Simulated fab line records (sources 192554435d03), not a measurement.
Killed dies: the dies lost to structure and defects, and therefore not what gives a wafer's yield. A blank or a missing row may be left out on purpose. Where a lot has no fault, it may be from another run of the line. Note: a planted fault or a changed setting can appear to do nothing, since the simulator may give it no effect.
Check of tool commonality || flow n5 finfet || 27 wafers sampled across 9 lots

== REASON FOR OPENING ==
On 2 of the 9 lots, a flag is raised at N5_WELL_APT_INSPECT_38 on the reading raw defect count. No-fault wafers: 14, standard deviation 6.1.
Rule: a lot is flagged in two cases, either no wafer of it has a number, or all its wafers with numbers fall more than 4 standard deviations from that mean. The rest of the lots are taken to be sound.

{"lot": "L212", "measured": "day 1 16:54", "on": "defect inspect-01", "raw defect count, wafer by wafer": "12 21 22", "flag": ""}
{"lot": "L213", "measured": "day 1 22:53", "on": "defect inspect-02", "raw defect count, wafer by wafer": "43 13 9", "flag": ""}
{"lot": "L216", "measured": "day 2 17:19", "on": "defect inspect-01", "raw defect count, wafer by wafer": "19 13 30", "flag": ""}
{"lot": "L220", "measured": "day 3 16:50", "on": "defect inspect-02", "raw defect count, wafer by wafer": "14 22 16", "flag": ""}
{"lot": "L227", "measured": "day 5 10:55", "on": "defect inspect-02", "raw defect count, wafer by wafer": "767 809 809", "flag": "FLAGGED"}
{"lot": "L228", "measured": "day 5 16:45", "on": "defect inspect-02", "raw defect count, wafer by wafer": "803 800 783", "flag": "FLAGGED"}
{"lot": "L233", "measured": "day 6 22:47", "on": "defect inspect-02", "raw defect count, wafer by wafer": "9 10 13", "flag": ""}
{"lot": "L234", "measured": "day 7 04:46", "on": "defect inspect-01", "raw defect count, wafer by wafer": "11 19 28", "flag": ""}
{"lot": "L235", "measured": "day 7 11:19", "on": "defect inspect-01", "raw defect count, wafer by wafer": "11 16 9", "flag": ""}
The numbers of the flagged lots are 795 on average: +781 against the usual, or +99 or more standard deviations.

== WHICH TOOL EACH LOT WENT THROUGH ==
2 process steps preceding the reading are held in the record, out of 1938 steps in the route. In each cell: the tool, then ch and the chambers that the sampled wafers went through, then the start.
{"lot": "L212", "flag": "", "N5_WELL_APT_DESCUM_30": "rie diel-05 ch 0,1,3, day 1 15:14", "N5_WELL_APT_STRIP_33": "wet bench-06 ch 0,1,7, day 1 15:44"}
{"lot": "L213", "flag": "", "N5_WELL_APT_DESCUM_30": "rie diel-04 ch 0,2, day 1 20:52", "N5_WELL_APT_STRIP_33": "wet bench-05 ch 2,6,7, day 1 21:20"}
{"lot": "L216", "flag": "", "N5_WELL_APT_DESCUM_30": "rie diel-05 ch 2,3, day 2 15:27", "N5_WELL_APT_STRIP_33": "wet bench-05 ch 2,3,6, day 2 15:56"}
{"lot": "L220", "flag": "", "N5_WELL_APT_DESCUM_30": "rie diel-05 ch 0,3, day 3 15:12", "N5_WELL_APT_STRIP_33": "wet bench-06 ch 2,4,6, day 3 15:41"}
{"lot": "L227", "flag": "FLAGGED", "N5_WELL_APT_DESCUM_30": "rie diel-02 ch 0,2,3, day 5 09:04", "N5_WELL_APT_STRIP_33": "wet bench-05 ch 2,4,5, day 5 09:34"}
{"lot": "L228", "flag": "FLAGGED", "N5_WELL_APT_DESCUM_30": "rie diel-02 ch 0,1,2, day 5 15:05", "N5_WELL_APT_STRIP_33": "wet bench-05 ch 0,4,6, day 5 15:35"}
{"lot": "L233", "flag": "", "N5_WELL_APT_DESCUM_30": "rie diel-04 ch 0,2,3, day 6 20:53", "N5_WELL_APT_STRIP_33": "wet bench-02 ch 2,4,5, day 6 21:23"}
{"lot": "L234", "flag": "", "N5_WELL_APT_DESCUM_30": "rie diel-04 ch 2,3, day 7 03:05", "N5_WELL_APT_STRIP_33": "wet bench-02 ch 0,1,3, day 7 03:35"}
{"lot": "L235", "flag": "", "N5_WELL_APT_DESCUM_30": "rie diel-05 ch 2,3, day 7 09:26", "N5_WELL_APT_STRIP_33": "wet bench-06 ch 0,5,6, day 7 09:56"}
What the steps here do:
- N5_WELL_APT_DESCUM_30: chemistry O2, time 7.9 s.
- N5_WELL_APT_STRIP_33: strips in SPM, time 900 s.
- N5_WELL_APT_INSPECT_38: inspects for defects (darkfield).

== FLAGGED OVER TOTAL, TOOL BY TOOL (the gauges that took the reading come last) ==
{"step": "N5_WELL_APT_DESCUM_30", "tool": "rie diel-02", "lots run": 2, "flagged": 2, "share of the flagged lots": "all", "sound lots run after its first flagged lot": 0}
{"step": "N5_WELL_APT_DESCUM_30", "tool": "rie diel-04", "lots run": 3, "flagged": 0, "share of the flagged lots": "none", "sound lots run after its first flagged lot": "-"}
{"step": "N5_WELL_APT_DESCUM_30", "tool": "rie diel-05", "lots run": 4, "flagged": 0, "share of the flagged lots": "none", "sound lots run after its first flagged lot": "-"}
{"step": "N5_WELL_APT_STRIP_33", "tool": "wet bench-02", "lots run": 2, "flagged": 0, "share of the flagged lots": "none", "sound lots run after its first flagged lot": "-"}
{"step": "N5_WELL_APT_STRIP_33", "tool": "wet bench-05", "lots run": 4, "flagged": 2, "share of the flagged lots": "all", "sound lots run after its first flagged lot": 0}
{"step": "N5_WELL_APT_STRIP_33", "tool": "wet bench-06", "lots run": 3, "flagged": 0, "share of the flagged lots": "none", "sound lots run after its first flagged lot": "-"}
{"step": "N5_WELL_APT_INSPECT_38", "tool": "defect inspect-01", "lots run": 4, "flagged": 0, "share of the flagged lots": "none", "sound lots run after its first flagged lot": "-"}
{"step": "N5_WELL_APT_INSPECT_38", "tool": "defect inspect-02", "lots run": 5, "flagged": 2, "share of the flagged lots": "all", "sound lots run after its first flagged lot": "1 (L233)"}

== WHAT IS ALLOWED BY THE TABLE ==
3 rows of the table ran every flagged lot: rie diel-02 at N5_WELL_APT_DESCUM_30, wet bench-05 at N5_WELL_APT_STRIP_33, defect inspect-02 at N5_WELL_APT_INSPECT_38.
- rie diel-02 at N5_WELL_APT_DESCUM_30 ran 2 lots, 2 of them flagged. The start can't be narrowed down: in this sample, it ran no sound lot prior to its first flagged lot.
- wet bench-05 at N5_WELL_APT_STRIP_33 ran 4 lots, 2 of them flagged. A fault beginning between L216 (day 2 15:56), its last sound lot, and L227 (day 5 09:34), its first flagged one, fits the data.
- defect inspect-02 at N5_WELL_APT_INSPECT_38 ran 5 lots, 2 of them flagged. Sound lots followed the first flagged one (L233) on it, something a lasting fault affecting the whole tool could not allow.
These 2 tools cannot be told apart by counting lots, since each of them fits a fault that started at some hour. More lots, or a look at what each step does to the wafer, might.

== WHAT HAD BEEN PUT IN BY THE SIMULATOR ==
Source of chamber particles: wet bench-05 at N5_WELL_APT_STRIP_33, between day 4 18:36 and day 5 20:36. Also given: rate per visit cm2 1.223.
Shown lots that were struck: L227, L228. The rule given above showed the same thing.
